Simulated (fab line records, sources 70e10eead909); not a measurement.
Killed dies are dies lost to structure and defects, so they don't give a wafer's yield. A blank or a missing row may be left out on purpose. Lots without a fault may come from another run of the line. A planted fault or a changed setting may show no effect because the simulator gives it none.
Which tool did it? | flow nand_harc | 6 lots, 18 wafers sampled, at 5 steps of a route of 1159

WHAT THE GAUGES READ, wafer by wafer
NHARC_END_SORT_01.
lot  | measured     | on        | killed_at_array
L727 | day 22 04:14 | prober-01 | 677 675 677

WHICH TOOL RAN EACH LOT (tool, then ch and the chambers of the sampled wafers, then the start)
lot  | NHARC_A_SLIT_ETCH_15                          | NHARC_A_WL_FILL_ETCHBACK_05       | NHARC_A_WL_FILL_ETCHBACK_16        | NHARC_A_WL_FILL_CVD_20
L715 | rie_diel-09 ch 0,2,3, day 15 14:04 or earlier | rie_metal-03 ch 1, day 15 14:04   | rie_diel-06 ch 2,3, day 15 23:24   | cvd_w-02 ch 0, no start
L727 | rie_diel-10 ch 2,3, day 17 21:36 or earlier   | rie_metal-03 ch 0,1, day 17 21:36 | rie_diel-07 ch 0,3, day 18 10:21   | cvd_w-01 ch 0,1, day 22 04:14 or earlier
L730 | rie_diel-09 ch 1,2,3, day 18 21:41 or earlier | rie_metal-03 ch 0,1, day 18 21:41 | rie_diel-12 ch 1,2,3, day 19 08:22 | cvd_w-01 ch 0,1, no start
L733 | rie_diel-03 ch 0,1,3, day 19 22:25 or earlier | rie_metal-01 ch 0,1, day 19 22:25 | rie_diel-06 ch 0,3, day 20 09:23   | cvd_w-01 ch 0,1, no start
L735 | rie_diel-10 ch 0,1,2, day 20 02:57 or earlier | rie_metal-01 ch 0,1, day 20 02:57 | rie_diel-06 ch 0,1,2, day 20 13:22 | cvd_w-02 ch 0,1, no start
L736 | rie_diel-09 ch 0,1,2, day 21 07:32 or earlier | rie_metal-03 ch 0,1, day 21 07:32 | rie_diel-07 ch 0,1,2, day 21 20:42 | cvd_w-02 ch 0,1, no start
- NHARC_A_SLIT_ETCH_15: etches the open film in O2/COS, target depth 3200 nm, time 832 s.
- NHARC_A_WL_FILL_ETCHBACK_05: etches the open film in Cl2/BCl3, target depth 22 nm, time 60 s.
- NHARC_A_WL_FILL_ETCHBACK_16: etches the open film in C4F8/O2/Ar, target depth 88 nm, time 17.6 s.
- NHARC_A_WL_FILL_CVD_20: deposits W, target thk 75 nm, time 5064 s.

THE ANSWER, worked out from the rows above alone
Rule: what is usual is taken from the lots themselves. Put in order of their means at a reading, lots are off if they are a third of the lots or fewer, leave a main group of 4 or more, and stand apart from it by a gap of 3 or more times the standard deviation of the main group's means; of several such gaps the widest counts. A main group whose means are all the same, to the digits that the tables above print for the reading, isn't used. A lot without any number at a reading at which 4 lots or more have one is off too. The other lots that the step has rows for count as sound.
No lot is off at any reading shown: from this, nothing can be told.

WHAT THE SIMULATOR HAD PUT IN
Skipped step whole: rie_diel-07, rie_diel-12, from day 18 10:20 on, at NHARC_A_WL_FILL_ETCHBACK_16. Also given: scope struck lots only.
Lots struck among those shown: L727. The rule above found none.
